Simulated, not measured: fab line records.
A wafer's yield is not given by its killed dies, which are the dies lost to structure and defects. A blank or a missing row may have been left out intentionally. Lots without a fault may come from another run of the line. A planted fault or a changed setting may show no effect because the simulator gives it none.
Chamber matching ; flow nand_harc ; 3 sister chambers for NHARC_A_M1_DEP_33 on pecvd-01
The step deposits SiCN, target thk 30 nm. 33 wafers are shown with their chamber, then 12 later ones without.

== EACH WAFER AND ITS CHAMBER ==
wafer;chamber;heater_power_w (W)
L074.2;1;528
L074.5;1;531
L074.6;2;546
L077.1;1;443
L077.4;1;452
L077.5;0;504
L075.1;0;496
L075.2;1;476
L075.5;2;572
L079.2;0;622
L079.5;1;529
L079.6;0;611
L081.3;0;580
L081.5;0;592
L081.6;1;529
L081.1;1;531
L081.2;2;616
L081.4;2;624
L086.4;2;607
L086.5;1;449
L086.6;0;566
L088.1;1;452
L088.3;2;618
L088.6;1;448
L087.2;1;525
L087.4;0;602
L087.6;2;533
L087.1;2;532
L087.3;0;617
L087.5;1;522
L093.1;0;557
L093.4;1;546
L093.6;0;564

SIGNATURES, as means of the wafers listed above
reading;chamber 0;chamber 1;chamber 2;scatter within a chamber
heater_power_w;573.73;497.21;581.00;41
Rule: a wafer lies at a distance from a chamber equal to the root of the sum of squares, over the readings, of (its reading less the chamber's mean, divided by the reading's scatter). The wafer belongs to the nearest chamber; if the next one is less than 2 further off, it can't be placed. How the scatter is found: for the shown wafers, subtract from each reading the mean of its chamber, square and add these, divide the total by (wafers less chambers), then take the root.

== WAFERS WITH NO CHAMBER GIVEN ==
wafer;heater_power_w (W)
L093.2;543
L093.3;624
L093.5;645
L095.1;596
L095.4;461
L095.5;603
L094.1;665
L094.3;557
L094.4;576
L096.2;614
L096.3;528
L096.5;605

== WHICH CHAMBER EACH ONE RAN IN ==
wafer;from the rows above;in truth
L093.2;can't be placed: 0 or 2 or 1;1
L093.3;can't be placed: 2 or 0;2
L093.5;can't be placed: 2 or 0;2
L095.1;can't be placed: 2 or 0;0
L095.4;can't be placed: 1 or 0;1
L095.5;can't be placed: 2 or 0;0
L094.1;can't be placed: 2 or 0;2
L094.3;can't be placed: 0 or 2 or 1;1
L094.4;can't be placed: 0 or 2 or 1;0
L096.2;can't be placed: 2 or 0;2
L096.3;can't be placed: 1 or 0 or 2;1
L096.5;can't be placed: 2 or 0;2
Placed correctly: 0 of 12. Cannot be placed on the basis of these rows: 12; the candidates contain the true chamber in 12. Placed wrongly: 0.
